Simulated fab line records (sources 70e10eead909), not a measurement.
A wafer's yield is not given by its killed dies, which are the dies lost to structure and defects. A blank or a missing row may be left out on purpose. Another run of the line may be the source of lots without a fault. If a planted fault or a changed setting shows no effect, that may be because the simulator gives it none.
fab line records	flow nandHarc
record: lots: 24	wafers: 72	lastDay: 24
route steps=1159 shown A_WL_FILL@815 A_CONTACT@843
lots that met no fault: from a run of the same line without faults
startH: hours from the record's first day to the start of the lot's first wafer shown	waitH: hours since the lot's step before	" unchanged from the row above	L1.1+2: several wafers, shown together as one row	- value missing, or start not given	* or withheld: withheld	< > ~ a bound
route shown NAME@n: NAME is a module with steps in the file, n the number in the route of the first one	usual: mean and standard deviation over wafers with no fault	same: alike in all rows	chamber/n: place in a boat	sites: the reading at each site	_std_site: standard deviation of those values	_edge_site: mean of outer sites minus mean of inner sites	radiusMm: how far each site lies from the wafer's centre	mask NAME#n: copy n	behind: the tool/chamber that last shaped the wafer	hold: cause of the lot's hold/its duration in hours/its outcome	device: whichever transistor did not switch (one of n, p or np)	end of line: the same wafers' tests at the end of the route	a step without rows: its recipe alone	killed: count of dies lost to structure and defects at first sort (not the wafer's yield)	map: a wafer's dies, marking killed ones x, the rest . and places with no die _
set.NAME: the setting the step ran with; set.NAME@STEP: the setting that earlier step ran with	model.NAME: the simulator's own value behind a step, which no gauge read
the route's steps for a sample of lots (tables are steps, rows are wafers)
services: the hour from which a tool's chamber was out of use, counted from the record's first day as startH (under 0 if before that day), plus the number of hours and why
== steps ==
step: NHARC_A_WL_FILL_ETCHBACK_05
recipe: targetDepthA: 220	timeS: 60	tempC: 40	chemistry: Cl2/BCl3
usual: chamberPressureMTorr: 9.999/0.0092	drypumpMotorCurrentA: 5.77/0.29	oesProductAu: 1.002/0.012
lot.wafer	tool	chamber	startH	waitH	chamberPressureMTorr	drypumpMotorCurrentA	oesProductAu	rfHoursCounterH
L074.1	rieMetal-03	1	331.81	0.4	10.011	5.80	1.021	1.3
L074.3	"	1	"	"	10.003	5.78	1.013	-
L074.4	"	1	"	"	10.005	5.76	1.004	-
L076.2	rieMetal-02	1	334.88	0.2	10.003	5.83	0.990	2.7
L076.1	"	0	"	"	10.007	5.63	0.987	2.8
L076.6	"	1	"	"	10.013	5.81	0.998	-
L075.3	rieMetal-03	1	335.15	0.3	10.002	5.83	1.025	-
L075.4	"	1	"	"	9.996	5.86	1.007	-
L075.5	"	1	"	"	10.013	5.84	1.023	-
L077.2	rieMetal-02	0	346.98	0.2	9.988	5.63	0.995	3.2
L077.1	"	1	"	"	9.980	5.82	0.995	3.0
L077.4	"	0	"	"	10.001	5.62	0.996	-
L078.1	rieMetal-03	1	347.23	0.4	9.991	5.73	1.017	2.7
L078.3	"	1	"	"	10.022	5.81	1.011	-
L078.6	"	1	"	"	9.997	5.83	1.012	-
L079.1	rieMetal-03	1	365.57	0.2	10.002	5.76	1.014	3.5
L079.3	"	1	"	"	10.005	5.82	1.016	-
L079.5	"	1	"	"	9.995	5.81	1.022	-
L081.2	rieMetal-01	1	365.72	0.2	10.006	6.09	1.004	1.0
L081.4	"	0	"	"	10.000	5.18	1.004	-
L081.3	"	1	"	"	9.979	6.08	1.012	-
L080.1	rieMetal-03	1	368.43	0.2	9.993	5.76	1.022	3.8
L080.4	"	0	"	"	9.990	6.10	0.994	-
L080.5	"	1	"	"	9.985	5.79	1.022	-
L082.1	rieMetal-01	1	388.01	0.2	9.989	6.08	1.009	1.7
L082.2	"	0	"	"	9.998	5.20	1.005	1.7
L082.4	"	1	"	"	9.994	6.05	1.000	-
L083.1	rieMetal-03	0	390.81	0.2	9.995	6.11	1.003	1.6
L083.2	"	1	"	"	9.999	5.82	1.012	4.5
L083.5	"	0	"	"	10.002	6.11	1.004	-
L084.3	rieMetal-03	1	402.93	0.2	10.000	5.81	1.008	-
L084.4	"	0	"	"	10.002	6.09	0.991	-
L084.5	"	1	"	"	9.987	5.78	1.020	-
L088.2	rieMetal-02	0	406.37	0.2	10.004	5.64	0.981	0.2
L088.3	"	1	"	"	10.007	5.82	0.986	-
L088.4	"	0	"	"	9.979	5.64	0.986	-
L087.2	rieMetal-01	0	406.55	0.2	10.003	5.16	1.007	2.0
L087.3	"	0	"	"	10.009	5.18	1.008	-
L087.5	"	1	"	"	9.992	6.09	1.015	-
L089.4	rieMetal-02	1	415.33	0.2	9.990	5.83	0.993	-
L089.5	"	1	"	"	9.988	5.84	0.990	-
L089.6	"	0	"	"	9.998	5.62	0.981	-
L086.1	rieMetal-01	0	415.44	0.2	9.992	5.16	1.004	2.4
L086.3	"	1	"	"	10.005	6.03	1.013	-
L086.5	"	1	"	"	9.990	6.06	1.012	-
L085.3	rieMetal-01	0	420.69	0.2	9.990	5.17	1.006	-
L085.4	"	1	"	"	9.990	6.06	1.010	-
L085.5	"	0	"	"	9.995	5.16	0.994	-
L090.2	rieMetal-02	1	437.75	0.2	10.015	5.83	0.993	1.0
L090.4	"	0	"	"	10.009	5.65	0.986	-
L090.6	"	0	"	"	9.989	5.63	0.989	-
L091.1	rieMetal-03	1	437.82	0.2	9.976	5.77	1.012	5.6
L091.2	"	0	"	"	9.992	6.09	0.993	2.7
L091.6	"	1	"	"	9.989	5.75	1.009	-
L092.2	rieMetal-03	1	440.57	0.2	10.007	5.81	1.010	5.8
L092.3	"	1	"	"	10.015	5.82	1.010	-
L092.6	"	0	"	"	10.011	6.10	0.993	-
L093.1	rieMetal-01	1	449.34	0.2	10.002	6.12	1.005	3.6
L093.3	"	0	"	"	9.991	5.15	1.005	-
L093.5	"	1	"	"	9.998	6.11	1.009	-
L097.1	rieMetal-02	1	468.32	0.2	10.013	5.81	0.988	2.2
L097.2	"	0	"	"	9.991	5.62	0.984	2.2
L097.5	"	1	"	"	9.999	5.81	0.984	-
L095.1	rieMetal-01	1	471.16	0.2	10.004	6.08	1.013	4.1
L095.4	"	1	"	"	10.008	6.06	1.012	-
L095.6	"	0	"	"	9.985	5.17	1.006	-
L096.3	rieMetal-03	0	471.36	0.2	10.008	6.11	1.000	-
L096.4	"	1	"	"	9.995	5.78	0.998	-
L096.5	"	0	"	"	10.009	6.11	0.997	-
L094.2	rieMetal-02	1	474.15	0.2	9.993	5.81	0.985	2.4
L094.4	"	0	"	"	10.004	5.64	0.987	-
L094.6	"	0	"	"	9.993	5.64	0.987	-
step: NHARC_A_CONTACT_DEP_29
recipe: targetThkA: 700	targetThkNm: 70	tempC: 400	pressureTorr: 3.5	flowSccm: 200	rfW: 350	material: SiON
usual: chamberPressureTorr: 3.500/0.0085	heaterPowerW: 726/82
lot.wafer	tool	chamber	startH	waitH	chamberPressureTorr	heaterPowerW
L076.1	pecvd-02	1	363.56	1.8	3.510	676
L076.2	"	0	"	"	3.491	687
L076.6	"	2	"	"	3.498	868
L074.1	pecvd-02	1	367.70	1.9	3.496	664
L074.3	"	2	"	"	3.501	717
L074.4	"	0	"	"	3.515	650
L075.3	pecvd-02	2	369.24	1.2	3.511	865
L075.4	"	2	"	"	3.513	864
L075.5	"	0	"	"	3.490	585
L077.1	pecvd-02	1	374.60	1.9	3.488	718
L077.2	"	2	"	"	3.502	776
L077.4	"	1	"	"	3.493	704
L078.3	pecvd-02	0	378.99	1.3	3.509	611
L078.1	"	1	"	"	3.513	604
L078.6	"	2	"	"	3.500	798
L080.1	pecvd-03	1	399.59	1.9	3.496	783
L080.4	"	0	"	"	3.511	820
L080.5	"	1	"	"	3.512	818
L079.1	pecvd-02	1	401.98	1.9	3.507	632
L079.3	"	2	"	"	3.498	808
L079.5	"	1	"	"	3.495	639
L081.2	pecvd-02	2	405.03	1.5	3.488	736
L081.3	"	0	"	"	3.514	625
L081.4	"	2	"	"	3.490	754
L082.2	pecvd-03	2	414.98	1.5	3.501	684
L082.1	"	1	"	"	3.492	812
L082.4	"	0	"	"	3.507	711
L083.2	pecvd-01	0	416.07	1.5	3.519	852
L083.1	"	1	"	"	3.485	823
L083.5	"	0	"	"	3.513	829
L084.3	pecvd-02	1	427.23	1.2	3.499	722
L084.5	"	2	"	"	3.501	828
L084.4	"	1	"	"	3.514	722
L087.3	pecvd-02	0	433.39	1.1	3.492	666
L087.2	"	2	"	"	3.500	848
L087.5	"	2	"	"	3.494	854
L088.2	pecvd-02	1	434.91	1.6	3.493	736
L088.3	"	0	"	"	3.478	569
L088.4	"	1	"	"	3.488	743
L086.1	pecvd-01	0	445.73	1.9	3.498	787
L086.3	"	1	"	"	3.502	825
L086.5	"	2	"	"	3.511	754
L089.4	pecvd-03	2	448.29	0.8	3.503	629
L089.6	"	0	"	"	3.503	784
L089.5	"	1	"	"	3.505	796
L085.3	pecvd-02	2	449.97	1.1	3.491	796
L085.5	"	2	"	"	3.505	780
L085.4	"	1	"	"	3.513	697
L092.3	pecvd-03	2	461.85	1.2	3.504	641
L092.2	"	0	"	"	3.504	726
L092.6	"	2	"	"	3.500	619
L091.2	pecvd-02	0	466.08	1.5	3.502	641
L091.1	"	1	"	"	3.499	654
L091.6	"	1	"	"	3.496	663
L090.2	pecvd-03	1	466.19	1.5	3.498	654
L090.6	"	0	"	"	3.507	857
L090.4	"	2	"	"	3.501	714
L093.1	pecvd-02	0	479.02	1.9	3.505	686
L093.3	"	1	"	"	3.498	738
L093.5	"	2	"	"	3.494	739
L095.1	pecvd-02	2	497.35	2.0	3.514	836
L095.4	"	2	"	"	3.495	833
L095.6	"	1	"	"	3.516	676
L097.1	pecvd-03	0	500.35	1.9	3.494	845
L097.2	"	1	"	"	3.490	808
L097.5	"	0	"	"	3.489	834
L096.3	pecvd-01	2	502.53	1.1	3.496	731
L096.5	"	2	"	"	3.488	742
L096.4	"	1	"	"	3.501	774
L094.2	pecvd-03	0	504.76	1.5	3.498	722
L094.4	"	2	"	"	3.504	667
L094.6	"	1	"	"	3.511	768
step: NHARC_A_CONTACT_INSPECT_44
usual: rawDefectCount: 29/15
lot.wafer	tool	chamber	startH	waitH	rawDefectCount
L076.1	defectInspect-01	-	364.40	0.0	15
L076.2	"	-	"	"	21
L076.6	"	-	"	"	16
L074.1	defectInspect-02	-	370.05	0.0	27
L074.3	"	-	"	"	30
L074.4	"	-	"	"	38
L075.3	defectInspect-01	-	370.08	0.0	32
L075.4	"	-	"	"	23
L075.5	"	-	"	"	26
L077.1	defectInspect-02	-	375.43	0.0	10
L077.2	"	-	"	"	9
L077.4	"	-	"	"	7
L078.1	defectInspect-01	-	379.71	0.0	43
L078.3	"	-	"	"	50
L078.6	"	-	"	"	43
L080.1	defectInspect-02	-	400.29	0.0	12
L080.4	"	-	"	"	11
L080.5	"	-	"	"	12
L079.1	defectInspect-01	-	402.83	0.0	12
L079.3	"	-	"	"	7
L079.5	"	-	"	"	7
L081.2	defectInspect-01	-	405.85	0.0	39
L081.3	"	-	"	"	40
L081.4	"	-	"	"	39
L082.1	defectInspect-01	-	415.83	0.0	15
L082.2	"	-	"	"	16
L082.4	"	-	"	"	8
L083.1	defectInspect-02	-	416.88	0.0	35
L083.2	"	-	"	"	31
L083.5	"	-	"	"	37
L084.3	defectInspect-01	-	428.02	0.0	35
L084.4	"	-	"	"	30
L084.5	"	-	"	"	20
L087.2	defectInspect-02	-	434.24	0.0	52
L087.3	"	-	"	"	53
L087.5	"	-	"	"	44
L088.2	defectInspect-02	-	435.80	0.0	25
L088.3	"	-	"	"	24
L088.4	"	-	"	"	30
L086.1	defectInspect-01	-	446.46	0.0	17
L086.3	"	-	"	"	20
L086.5	"	-	"	"	23
L089.4	defectInspect-01	-	449.08	0.0	27
L089.5	"	-	"	"	25
L089.6	"	-	"	"	23
L085.3	defectInspect-02	-	450.81	0.0	16
L085.4	"	-	"	"	12
L085.5	"	-	"	"	13
L092.2	defectInspect-02	-	462.56	0.0	36
L092.3	"	-	"	"	35
L092.6	"	-	"	"	48
L091.1	defectInspect-01	-	466.90	0.0	10
L091.2	"	-	"	"	10
L091.6	"	-	"	"	10
L090.2	defectInspect-02	-	467.06	0.0	62
L090.4	"	-	"	"	49
L090.6	"	-	"	"	54
L093.1	defectInspect-02	-	479.87	0.0	28
L093.3	"	-	"	"	26
L093.5	"	-	"	"	29
L095.1	defectInspect-01	-	498.07	0.0	44
L095.4	"	-	"	"	49
L095.6	"	-	"	"	48
L097.1	defectInspect-02	-	501.06	0.0	34
L097.2	"	-	"	"	35
L097.5	"	-	"	"	21
L096.3	defectInspect-02	-	503.38	0.0	13
L096.4	"	-	"	"	22
L096.5	"	-	"	"	15
L094.2	defectInspect-01	-	505.46	0.0	54
L094.4	"	-	"	"	62
L094.6	"	-	"	"	45
step: NHARC_A_CONTACT_ETCH_50
recipe: targetDepthA: 847	timeS: 42.4	cf4FlowSccm: 100	chf3FlowSccm: 30	arFlowSccm: 0	rfW: 500	biasW: 200	chemistry: CF4/CHF3
usual: chamberPressureMTorr: 24.998/0.025	drypumpMotorCurrentA: 5.8/0.49	oesProductAu: 0.950/0.019	rfVppV: 369.1/2.2	showerheadPlenumPTorr: 1.53/0.061	throttleValvePct: 16.803/0.0096
lot.wafer	tool	chamber	startH	waitH	chamberPressureMTorr	drypumpMotorCurrentA	oesProductAu	rfHoursCounterH	rfVppV	showerheadPlenumPTorr	throttleValvePct
L076.2	rieDiel-05	3	-	-	25.015	5.7	0.932	2	373.1	1.64	16.804
L076.1	"	0	"	"	24.976	5.9	0.946	2	368.5	1.48	16.816
L076.6	"	3	"	"	24.973	5.6	0.931	-	373.4	1.64	16.805
L074.3	rieDiel-05	2	-	-	25.040	6.6	0.954	3	367.8	1.50	16.813
L074.4	"	3	"	"	25.022	5.7	0.957	4	372.3	1.64	16.793
L074.1	"	1	"	"	25.005	5.2	0.934	4	367.8	1.48	16.803
L075.4	rieDiel-05	0	-	-	24.999	5.9	0.950	4	368.0	1.48	16.807
L075.3	"	1	"	"	25.036	5.2	0.944	4	368.1	1.48	16.811
L075.5	"	0	"	"	24.987	5.9	0.957	-	366.3	1.48	16.812
L077.1	rieDiel-02	3	-	-	25.028	5.9	0.964	14	371.9	1.60	16.805
L077.4	"	0	"	"	25.004	6.4	0.948	15	367.0	1.47	16.784
L077.2	"	1	"	"	25.030	5.9	0.930	15	370.2	1.57	16.804
L078.1	rieDiel-05	3	-	-	24.990	5.7	0.956	7	372.6	1.63	16.799
L078.3	"	0	"	"	25.019	5.9	0.957	6	367.5	1.48	16.802
L078.6	"	2	"	"	25.023	6.6	0.976	-	368.9	1.50	16.815
L080.4	rieDiel-05	2	-	-	24.986	6.6	0.946	11	368.1	1.50	16.814
L080.1	"	0	"	"	24.989	5.8	0.940	12	368.4	1.47	16.790
L080.5	"	1	"	"	25.020	5.2	0.939	-	368.3	1.48	16.785
L079.1	rieDiel-05	3	-	-	25.007	5.7	0.954	13	373.2	1.63	16.811
L079.3	"	2	"	"	24.979	6.6	0.963	11	368.8	1.50	16.783
L079.5	"	0	"	"	25.037	5.9	0.972	-	366.6	1.47	16.799
L081.2	rieDiel-05	3	-	-	24.991	5.7	0.944	14	371.6	1.63	16.814
L081.4	"	1	"	"	24.939	5.2	0.968	12	366.8	1.48	16.806
L081.3	"	2	"	"	24.994	6.6	0.974	12	367.2	1.50	16.798
L082.1	rieDiel-05	3	-	-	25.032	5.6	0.966	16	371.8	1.63	16.803
L082.2	"	0	"	"	24.998	5.8	0.961	16	366.9	1.47	16.805
L082.4	"	1	"	"	25.012	5.2	0.958	15	366.8	1.48	16.798
L083.1	rieDiel-13	0	-	-	24.973	5.1	0.920	48	369.1	1.49	16.809
L083.2	"	3	"	"	25.035	5.7	0.926	49	370.1	1.58	16.795
L083.5	"	1	"	"	24.990	5.6	0.927	-	370.6	1.57	16.812
L084.3	rieDiel-05	2	-	-	25.004	6.6	0.955	16	368.7	1.50	16.788
L084.4	"	0	"	"	25.027	5.9	0.971	18	367.6	1.47	16.782
L084.5	"	1	"	"	25.009	5.2	0.963	-	368.4	1.48	16.815
L087.2	rieDiel-05	1	-	-	24.987	5.2	0.953	18	366.1	1.48	16.798
L087.3	"	2	"	"	25.033	6.7	0.974	18	367.9	1.50	16.785
L087.5	"	2	"	"	25.037	6.6	0.976	-	366.2	1.49	16.805
L088.2	rieDiel-13	1	-	-	24.944	5.6	0.932	55	370.3	1.57	16.808
L088.4	"	2	"	"	24.952	5.7	0.907	56	370.3	1.50	16.804
L088.3	"	3	"	"	25.006	5.7	0.932	55	371.4	1.58	16.802
L086.3	rieDiel-13	3	-	-	24.959	5.7	0.935	60	371.3	1.58	16.800
L086.1	"	0	"	"	25.014	5.1	0.933	60	368.4	1.49	16.802
L086.5	"	2	"	"	24.955	5.7	0.910	-	368.1	1.50	16.821
L089.4	rieDiel-02	2	-	-	24.973	5.4	0.928	37	372.3	1.63	16.791
L089.5	"	3	"	"	24.986	5.9	0.941	-	371.5	1.59	16.794
L089.6	"	0	"	"	24.954	6.4	0.925	-	364.6	1.46	16.796
L085.4	rieDiel-02	1	-	-	24.995	5.9	0.906	39	369.4	1.56	16.779
L085.3	"	2	"	"	25.004	5.4	0.930	38	373.3	1.63	16.811
L085.5	"	1	"	"	24.991	6.0	0.917	-	367.9	1.56	16.794
L092.2	rieDiel-05	0	-	-	24.992	5.9	0.976	27	367.4	1.47	16.791
L092.3	"	2	"	"	24.984	6.7	0.950	24	368.1	1.49	16.798
L092.6	"	0	"	"	24.990	5.9	0.979	-	367.1	1.47	16.805
L091.1	rieDiel-13	2	-	-	24.976	5.7	0.958	2	369.1	1.50	16.791
L091.2	"	0	"	"	25.007	5.1	0.959	3	366.4	1.49	16.797
L091.6	"	2	"	"	24.958	5.7	0.958	-	366.4	1.50	16.813
L090.2	rieDiel-13	1	-	-	25.026	5.6	0.962	3	370.8	1.57	16.817
L090.4	"	0	"	"	24.989	5.1	0.971	3	368.1	1.49	16.798
L090.6	"	1	"	"	24.984	5.6	0.967	-	368.3	1.57	16.810
L093.3	rieDiel-13	1	-	-	24.978	5.6	0.981	7	370.8	1.56	16.792
L093.1	"	2	"	"	25.027	5.7	0.953	8	366.9	1.50	16.796
L093.5	"	0	"	"	24.991	5.1	0.985	-	367.1	1.49	16.814
L095.4	rieDiel-05	1	-	-	25.004	5.2	0.955	29	366.0	1.48	16.798
L095.1	"	0	"	"	24.976	5.9	0.960	31	366.1	1.47	16.810
L095.6	"	2	"	"	25.021	6.6	0.959	-	368.7	1.49	16.799
L097.2	rieDiel-05	3	-	-	24.973	5.7	0.935	32	372.6	1.63	16.810
L097.1	"	1	"	"	24.984	5.2	0.933	30	367.2	1.48	16.779
L097.5	"	0	"	"	24.954	5.9	0.948	-	366.6	1.47	16.816
L096.3	rieDiel-05	2	-	-	25.020	6.7	0.960	30	366.3	1.49	16.796
L096.4	"	1	"	"	25.019	5.2	0.956	30	366.5	1.48	16.791
L096.5	"	3	"	"	24.953	5.7	0.960	-	373.3	1.63	16.814
L094.2	rieDiel-05	2	-	-	24.985	6.6	0.964	30	367.9	1.49	16.802
L094.4	"	1	"	"	25.024	5.2	0.948	31	367.5	1.48	16.801
L094.6	"	3	"	"	24.998	5.7	0.957	-	371.1	1.63	16.792
step: NHARC_A_CONTACT_ETCH_111
recipe: sourceW: withheld	pressureMtorr: 20	biasV: withheld	timeS: 140	targetDepthA: 7000	arFlowSccm: withheld	c4f8FlowSccm: withheld	o2FlowSccm: withheld	chemistry: C4F8/O2/Ar
usual: chamberPressureMTorr: 19.999/0.02
lot.wafer	tool	chamber	startH	waitH	chamberPressureMTorr	rfHoursCounterH
L076.2	harCapEtch-03	0	366.06	-	20.027	76
L076.1	"	1	"	"	19.971	76
L076.6	"	0	"	"	20.018	-
L074.1	harCapEtch-03	1	371.46	-	19.984	77
L074.4	"	1	"	"	20.012	-
L074.3	"	0	"	"	20.001	-
L075.3	harCapEtch-01	1	372.04	-	19.980	-
L075.4	"	0	"	"	19.988	-
L075.5	"	0	"	"	20.005	-
L077.1	harCapEtch-02	0	376.93	-	19.997	9
L077.2	"	1	"	"	20.017	9
L077.4	"	0	"	"	19.981	-
L078.1	harCapEtch-02	0	381.06	-	20.030	10
L078.3	"	0	"	"	19.986	-
L078.6	"	1	"	"	19.974	-
L080.1	harCapEtch-03	1	401.61	-	20.009	83
L080.4	"	0	"	"	20.008	-
L080.5	"	1	"	"	19.984	-
L079.1	harCapEtch-02	0	404.19	-	20.021	14
L079.3	"	0	"	"	19.997	-
L079.5	"	1	"	"	20.043	-
L081.2	harCapEtch-01	1	407.22	-	19.968	65
L081.3	"	0	"	"	20.033	-
L081.4	"	1	"	"	20.003	-
L082.2	harCapEtch-03	1	417.23	-	19.994	85
L082.1	"	0	"	"	19.989	85
L082.4	"	1	"	"	19.970	-
L083.1	harCapEtch-02	0	418.19	-	19.991	16
L083.2	"	1	"	"	20.001	16
L083.5	"	1	"	"	20.034	-
L084.3	harCapEtch-01	0	429.45	-	19.984	-
L084.4	"	1	"	"	20.027	-
L084.5	"	1	"	"	19.980	-
L087.2	harCapEtch-01	0	435.55	-	19.976	71
L087.3	"	0	"	"	19.988	-
L087.5	"	1	"	"	20.015	-
L088.2	harCapEtch-03	0	438.58	-	19.976	89
L088.4	"	1	"	"	20.010	-
L088.3	"	0	"	"	19.976	-
L086.1	harCapEtch-01	0	447.86	-	20.022	73
L086.3	"	1	"	"	19.976	-
L086.5	"	1	"	"	19.995	-
L089.4	harCapEtch-03	0	450.62	-	19.968	-
L089.5	"	1	"	"	19.991	-
L089.6	"	0	"	"	19.957	-
L085.3	harCapEtch-01	1	452.19	-	20.018	-
L085.4	"	0	"	"	20.025	-
L085.5	"	1	"	"	20.009	-
L092.2	harCapEtch-01	1	463.87	-	19.986	77
L092.3	"	0	"	"	19.993	-
L092.6	"	1	"	"	19.998	-
L091.2	harCapEtch-02	0	468.40	-	19.999	25
L091.1	"	1	"	"	20.019	25
L091.6	"	0	"	"	19.985	-
L090.2	harCapEtch-01	1	468.88	-	20.009	78
L090.4	"	1	"	"	19.958	-
L090.6	"	0	"	"	20.009	-
L093.1	harCapEtch-02	1	481.27	-	19.988	28
L093.3	"	1	"	"	20.003	-
L093.5	"	0	"	"	20.016	-
L095.1	harCapEtch-03	1	499.39	-	19.970	99
L095.4	"	1	"	"	19.975	-
L095.6	"	1	"	"	19.984	-
L097.1	harCapEtch-02	1	502.57	-	20.031	30
L097.2	"	0	"	"	19.973	30
L097.5	"	0	"	"	19.982	-
L096.3	harCapEtch-01	0	504.77	-	20.005	-
L096.4	"	1	"	"	20.013	-
L096.5	"	0	"	"	20.021	-
L094.2	harCapEtch-03	1	506.82	-	19.978	100
L094.4	"	0	"	"	19.989	-
L094.6	"	0	"	"	19.999	-
step: NHARC_A_CONTACT_STRIP_55
recipe: o2FlowSccm: 500	arFlowSccm: 0	biasW: 0	chemistry: O2
usual: chamberPressureMTorr: 60.00/0.051	drypumpMotorCurrentA: 5.7/0.45	oesProductAu: 1.001/0.0098	rfVppV: 57.7/0.98	showerheadPlenumPTorr: 3.43/0.13	throttleValvePct: 17.035/0.0087
lot.wafer	tool	chamber	startH	waitH	chamberPressureMTorr	drypumpMotorCurrentA	oesProductAu	rfHoursCounterH	rfVppV	showerheadPlenumPTorr	throttleValvePct
L076.1	rieDiel-13	0	-	-	59.99	5.1	1.000	30	55.6	3.36	17.028
L076.2	"	1	"	"	60.07	5.6	1.004	33	59.5	3.53	17.034
L076.6	"	0	"	"	60.04	5.1	0.988	-	56.6	3.36	17.036
L074.3	rieDiel-05	0	-	-	60.06	5.8	0.997	5	57.3	3.31	17.030
L074.1	"	2	"	"	59.94	6.7	0.997	5	58.8	3.36	17.045
L074.4	"	3	"	"	60.02	5.7	0.983	6	60.2	3.66	17.019
L075.3	rieDiel-02	1	-	-	59.99	5.9	0.987	15	56.5	3.51	17.042
L075.4	"	3	"	"	60.10	5.9	1.025	14	57.5	3.59	17.031
L075.5	"	1	"	"	60.00	5.9	1.000	-	58.8	3.51	17.033
L077.1	rieDiel-02	0	-	-	60.00	6.4	0.996	16	57.8	3.30	17.032
L077.2	"	1	"	"	59.99	5.9	0.993	16	58.5	3.51	17.041
L077.4	"	3	"	"	59.96	5.9	1.014	15	57.4	3.59	17.019
L078.3	rieDiel-13	2	-	-	59.91	5.7	0.994	36	56.2	3.38	17.043
L078.1	"	1	"	"	60.00	5.6	1.015	37	57.9	3.53	17.035
L078.6	"	3	"	"	60.01	5.7	1.009	-	57.4	3.56	17.023
L080.1	rieDiel-13	2	-	-	59.99	5.7	0.993	45	57.6	3.37	17.039
L080.4	"	0	"	"	59.94	5.1	0.996	-	58.4	3.35	17.037
L080.5	"	3	"	"	60.04	5.7	1.003	-	57.5	3.56	17.044
L079.3	rieDiel-13	1	-	-	59.97	5.6	1.012	45	58.8	3.52	17.029
L079.1	"	3	"	"	60.01	5.7	1.010	45	58.4	3.55	17.036
L079.5	"	1	"	"	60.00	5.6	1.010	-	58.1	3.52	17.023
L081.2	rieDiel-05	2	-	-	60.11	6.7	1.018	13	58.5	3.36	17.033
L081.4	"	3	"	"	59.94	5.7	0.987	14	58.5	3.66	17.027
L081.3	"	0	"	"	60.03	5.9	1.001	14	56.3	3.31	17.031
L082.2	rieDiel-13	0	-	-	60.10	5.1	1.002	49	55.4	3.35	17.020
L082.4	"	1	"	"	60.04	5.6	1.011	49	58.7	3.52	17.039
L082.1	"	3	"	"	59.94	5.7	1.011	50	57.4	3.55	17.038
L083.1	rieDiel-02	3	-	-	59.95	5.9	1.022	27	57.3	3.58	17.042
L083.2	"	1	"	"	59.98	6.0	0.995	29	58.5	3.50	17.033
L083.5	"	0	"	"	60.07	6.4	1.016	-	56.8	3.29	17.043
L084.4	rieDiel-02	2	-	-	59.95	5.4	1.019	31	57.6	3.66	17.031
L084.3	"	0	"	"	60.14	6.4	1.004	34	56.1	3.29	17.049
L084.5	"	2	"	"	59.96	5.4	1.005	-	57.5	3.66	17.026
L087.3	rieDiel-05	0	-	-	60.02	5.9	0.986	21	57.2	3.30	17.031
L087.2	"	2	"	"	60.05	6.6	0.994	19	58.4	3.35	17.036
L087.5	"	0	"	"	59.98	5.9	0.995	-	56.9	3.30	17.034
L088.2	rieDiel-13	1	-	-	60.01	5.6	1.010	58	58.7	3.51	17.044
L088.3	"	2	"	"	59.96	5.6	0.999	58	58.7	3.37	17.032
L088.4	"	3	"	"	60.09	5.7	0.998	58	57.3	3.55	17.038
L086.1	rieDiel-13	1	-	-	60.00	5.6	1.001	61	57.1	3.51	17.048
L086.3	"	3	"	"	59.98	5.7	1.009	61	59.1	3.55	17.014
L086.5	"	1	"	"	59.99	5.6	1.006	-	57.0	3.51	17.035
L089.4	rieDiel-05	1	-	-	60.04	5.2	0.989	22	58.5	3.32	17.030
L089.5	"	0	"	"	59.98	5.9	1.010	-	57.3	3.30	17.035
L089.6	"	1	"	"	60.07	5.2	1.001	-	58.5	3.32	17.046
L085.3	rieDiel-05	1	-	-	59.98	5.2	0.995	22	57.8	3.32	17.044
L085.4	"	2	"	"	60.05	6.6	0.990	22	57.8	3.35	17.042
L085.5	"	3	"	"	59.99	5.7	0.997	-	58.5	3.65	17.035
L092.2	rieDiel-05	2	-	-	60.12	6.6	0.996	25	56.4	3.35	17.054
L092.3	"	0	"	"	60.04	5.9	1.004	27	56.5	3.30	17.034
L092.6	"	2	"	"	60.02	6.6	1.003	-	58.0	3.35	17.033
L091.2	rieDiel-05	0	-	-	60.07	5.8	1.013	28	56.3	3.30	17.028
L091.1	"	3	"	"	60.02	5.6	0.981	28	58.4	3.65	17.047
L091.6	"	0	"	"	59.98	5.8	1.007	-	56.2	3.30	17.027
L090.4	rieDiel-05	3	-	-	60.07	5.7	0.984	28	59.1	3.65	17.025
L090.2	"	0	"	"	59.92	5.8	1.018	28	57.5	3.30	17.061
L090.6	"	1	"	"	60.05	5.3	0.994	-	57.7	3.32	17.040
L093.1	rieDiel-02	2	-	-	60.06	5.4	1.009	53	58.9	3.64	17.035
L093.3	"	3	"	"	60.03	5.9	1.015	53	58.7	3.57	17.035
L093.5	"	1	"	"	60.06	6.0	0.992	-	56.5	3.49	17.052
L095.4	rieDiel-05	3	-	-	60.00	5.7	0.990	32	57.0	3.65	17.033
L095.1	"	0	"	"	60.07	5.8	1.010	33	57.3	3.30	17.031
L095.6	"	1	"	"	60.08	5.2	0.993	-	58.3	3.31	17.032
L097.1	rieDiel-13	3	-	-	59.98	5.7	0.980	17	59.3	3.54	17.030
L097.2	"	1	"	"	59.93	5.6	1.013	16	58.3	3.50	17.028
L097.5	"	3	"	"	60.01	5.8	0.989	-	58.6	3.54	17.031
L096.4	rieDiel-05	1	-	-	59.98	5.2	0.988	31	57.3	3.31	17.034
L096.3	"	3	"	"	60.05	5.7	0.988	34	57.0	3.65	17.049
L096.5	"	1	"	"	60.00	5.2	0.987	-	57.0	3.31	17.050
L094.4	rieDiel-13	1	-	-	59.97	5.6	1.005	19	59.1	3.50	17.050
L094.2	"	3	"	"	59.92	5.7	0.978	20	57.4	3.53	17.031
L094.6	"	1	"	"	60.08	5.6	1.011	-	58.7	3.50	17.029
== services ==
tool	chamber	startH	hours	kind
pecvd-03	1	317.13	7.1	repair
rieDiel-02	-	327.89	9.0	pm
rieDiel-05	-	329.08	0.7	repair
rieMetal-01	-	332.00	9.0	pm
rieDiel-05	1	333.81	8.6	repair
pecvd-02	-	334.02	13.0	pm
rieDiel-05	-	340.60	9.0	pm
pecvd-03	-	350.68	0.5	repair
rieMetal-02	0	357.85	21.3	repair
rieDiel-05	2	358.94	1.9	repair
pecvd-03	0	363.69	11.1	repair
rieMetal-02	-	388.00	9.0	pm
rieDiel-02	-	392.47	0.8	repair
harCapEtch-03	-	394.48	0.3	repair
harCapEtch-01	-	396.31	0.3	repair
harCapEtch-02	-	401.84	1.0	repair
rieDiel-13	1	404.80	1.4	repair
pecvd-01	-	405.17	9.2	repair
pecvd-01	1	417.37	3.4	repair
rieMetal-03	-	453.00	9.0	pm
rieDiel-13	-	453.05	9.0	pm
pecvd-03	-	473.03	13.0	pm
rieDiel-02	-	504.89	9.0	pm
rieMetal-01	-	509.00	9.0	pm
== key ==
fault none
